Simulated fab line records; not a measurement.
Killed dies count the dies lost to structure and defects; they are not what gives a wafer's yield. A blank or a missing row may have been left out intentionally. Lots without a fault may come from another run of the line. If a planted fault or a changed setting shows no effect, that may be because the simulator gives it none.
Matching of chambers || flow n5 finfet || 4 sister chambers for N5_BEOL_M8_DESCUM_33 on rie diel-05
The step chemistry O2, time 7 s. 24 wafers are shown with their chamber, then 12 later ones without.

WAFERS, EACH WITH ITS CHAMBER
{"wafer": "L075.2", "chamber": 3, "showerhead plenum p Torr (Torr)": 2.16, "throttle valve pct (%)": 20.34, "oes product au (a.u.)": 0.72}
{"wafer": "L075.4", "chamber": 2, "showerhead plenum p Torr (Torr)": 2.07, "throttle valve pct (%)": 20.33, "oes product au (a.u.)": 0.70}
{"wafer": "L075.6", "chamber": 0, "showerhead plenum p Torr (Torr)": 2.09, "throttle valve pct (%)": 20.50, "oes product au (a.u.)": 0.73}
{"wafer": "L076.1", "chamber": 1, "showerhead plenum p Torr (Torr)": 2.03, "throttle valve pct (%)": 20.20, "oes product au (a.u.)": 0.82}
{"wafer": "L076.4", "chamber": 0, "showerhead plenum p Torr (Torr)": 2.09, "throttle valve pct (%)": 20.53, "oes product au (a.u.)": 0.72}
{"wafer": "L076.6", "chamber": 1, "showerhead plenum p Torr (Torr)": 2.03, "throttle valve pct (%)": 20.20, "oes product au (a.u.)": 0.82}
{"wafer": "L081.1", "chamber": 1, "showerhead plenum p Torr (Torr)": 2.03, "throttle valve pct (%)": 20.20, "oes product au (a.u.)": 0.81}
{"wafer": "L081.3", "chamber": 2, "showerhead plenum p Torr (Torr)": 2.07, "throttle valve pct (%)": 20.35, "oes product au (a.u.)": 0.70}
{"wafer": "L081.4", "chamber": 0, "showerhead plenum p Torr (Torr)": 2.08, "throttle valve pct (%)": 20.51, "oes product au (a.u.)": 0.71}
{"wafer": "L082.3", "chamber": 3, "showerhead plenum p Torr (Torr)": 2.15, "throttle valve pct (%)": 20.38, "oes product au (a.u.)": 0.71}
{"wafer": "L082.5", "chamber": 0, "showerhead plenum p Torr (Torr)": 2.08, "throttle valve pct (%)": 20.51, "oes product au (a.u.)": 0.70}
{"wafer": "L082.6", "chamber": 3, "showerhead plenum p Torr (Torr)": 2.15, "throttle valve pct (%)": 20.37, "oes product au (a.u.)": 0.70}
{"wafer": "L085.1", "chamber": 1, "showerhead plenum p Torr (Torr)": 2.03, "throttle valve pct (%)": 20.22, "oes product au (a.u.)": 0.81}
{"wafer": "L085.2", "chamber": 3, "showerhead plenum p Torr (Torr)": 2.15, "throttle valve pct (%)": 20.38, "oes product au (a.u.)": 0.70}
{"wafer": "L085.3", "chamber": 0, "showerhead plenum p Torr (Torr)": 2.08, "throttle valve pct (%)": 20.53, "oes product au (a.u.)": 0.71}
{"wafer": "L085.4", "chamber": 1, "showerhead plenum p Torr (Torr)": 2.03, "throttle valve pct (%)": 20.23, "oes product au (a.u.)": 0.80}
{"wafer": "L085.5", "chamber": 3, "showerhead plenum p Torr (Torr)": 2.15, "throttle valve pct (%)": 20.39, "oes product au (a.u.)": 0.70}
{"wafer": "L085.6", "chamber": 0, "showerhead plenum p Torr (Torr)": 2.08, "throttle valve pct (%)": 20.53, "oes product au (a.u.)": 0.71}
{"wafer": "L092.2", "chamber": 3, "showerhead plenum p Torr (Torr)": 2.15, "throttle valve pct (%)": 20.39, "oes product au (a.u.)": 0.70}
{"wafer": "L092.3", "chamber": 0, "showerhead plenum p Torr (Torr)": 2.08, "throttle valve pct (%)": 20.54, "oes product au (a.u.)": 0.71}
{"wafer": "L092.4", "chamber": 0, "showerhead plenum p Torr (Torr)": 2.08, "throttle valve pct (%)": 20.53, "oes product au (a.u.)": 0.70}
{"wafer": "L088.1", "chamber": 1, "showerhead plenum p Torr (Torr)": 2.03, "throttle valve pct (%)": 20.22, "oes product au (a.u.)": 0.79}
{"wafer": "L088.2", "chamber": 3, "showerhead plenum p Torr (Torr)": 2.15, "throttle valve pct (%)": 20.39, "oes product au (a.u.)": 0.70}
{"wafer": "L088.3", "chamber": 0, "showerhead plenum p Torr (Torr)": 2.08, "throttle valve pct (%)": 20.54, "oes product au (a.u.)": 0.70}

SIGNATURES (means of the wafers above)
{"reading": "showerhead plenum p Torr", "chamber 0": 2.0822, "chamber 1": 2.0300, "chamber 2": 2.0700, "chamber 3": 2.1514, "scatter within a chamber": 0.00347}
{"reading": "throttle valve pct", "chamber 0": 20.5244, "chamber 1": 20.2117, "chamber 2": 20.3400, "chamber 3": 20.3771, "scatter within a chamber": 0.0152}
{"reading": "oes product au", "chamber 0": 0.7100, "chamber 1": 0.8083, "chamber 2": 0.7000, "chamber 3": 0.7043, "scatter within a chamber": 0.00963}
Rule: for a wafer and a chamber, the distance is found by dividing, reading by reading, the gap between the wafer's reading and the chamber's mean by the reading's scatter, squaring, summing and taking the root. The wafer belongs to the nearest chamber; if the next one is less than 2 further off, it can't be placed. The scatter is the square root of a quotient: the sum, over the shown wafers, of each reading's squared deviation from its chamber's mean, divided by wafers minus chambers.

WAFERS WHOSE CHAMBER IS MISSING
{"wafer": "L088.4", "showerhead plenum p Torr (Torr)": 2.08, "throttle valve pct (%)": 20.54, "oes product au (a.u.)": 0.70}
{"wafer": "L088.5", "showerhead plenum p Torr (Torr)": 2.15, "throttle valve pct (%)": 20.41, "oes product au (a.u.)": 0.70}
{"wafer": "L088.6", "showerhead plenum p Torr (Torr)": 2.03, "throttle valve pct (%)": 20.22, "oes product au (a.u.)": 0.80}
{"wafer": "L089.2", "showerhead plenum p Torr (Torr)": 2.15, "throttle valve pct (%)": 20.41, "oes product au (a.u.)": 0.69}
{"wafer": "L089.4", "showerhead plenum p Torr (Torr)": 2.03, "throttle valve pct (%)": 20.23, "oes product au (a.u.)": 0.80}
{"wafer": "L089.5", "showerhead plenum p Torr (Torr)": 2.15, "throttle valve pct (%)": 20.41, "oes product au (a.u.)": 0.69}
{"wafer": "L090.2", "showerhead plenum p Torr (Torr)": 2.15, "throttle valve pct (%)": 20.39, "oes product au (a.u.)": 0.69}
{"wafer": "L090.4", "showerhead plenum p Torr (Torr)": 2.15, "throttle valve pct (%)": 20.39, "oes product au (a.u.)": 0.70}
{"wafer": "L090.5", "showerhead plenum p Torr (Torr)": 2.03, "throttle valve pct (%)": 20.22, "oes product au (a.u.)": 0.79}
{"wafer": "L091.1", "showerhead plenum p Torr (Torr)": 2.08, "throttle valve pct (%)": 20.55, "oes product au (a.u.)": 0.69}
{"wafer": "L091.3", "showerhead plenum p Torr (Torr)": 2.06, "throttle valve pct (%)": 19.95, "oes product au (a.u.)": 0.98}
{"wafer": "L091.4", "showerhead plenum p Torr (Torr)": 2.03, "throttle valve pct (%)": 20.25, "oes product au (a.u.)": 0.79}

EACH ONE'S CHAMBER
{"wafer": "L088.4", "from the rows above": 0, "in truth": 0}
{"wafer": "L088.5", "from the rows above": 3, "in truth": 3}
{"wafer": "L088.6", "from the rows above": 1, "in truth": 1}
{"wafer": "L089.2", "from the rows above": 3, "in truth": 3}
{"wafer": "L089.4", "from the rows above": 1, "in truth": 1}
{"wafer": "L089.5", "from the rows above": 3, "in truth": 3}
{"wafer": "L090.2", "from the rows above": 3, "in truth": 3}
{"wafer": "L090.4", "from the rows above": 3, "in truth": 3}
{"wafer": "L090.5", "from the rows above": 1, "in truth": 1}
{"wafer": "L091.1", "from the rows above": 0, "in truth": 0}
{"wafer": "L091.3", "from the rows above": 1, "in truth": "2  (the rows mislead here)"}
{"wafer": "L091.4", "from the rows above": 1, "in truth": 1}
Placed correctly: 11 of 12. From these rows, 0 cannot be placed. Number placed wrongly: 1.
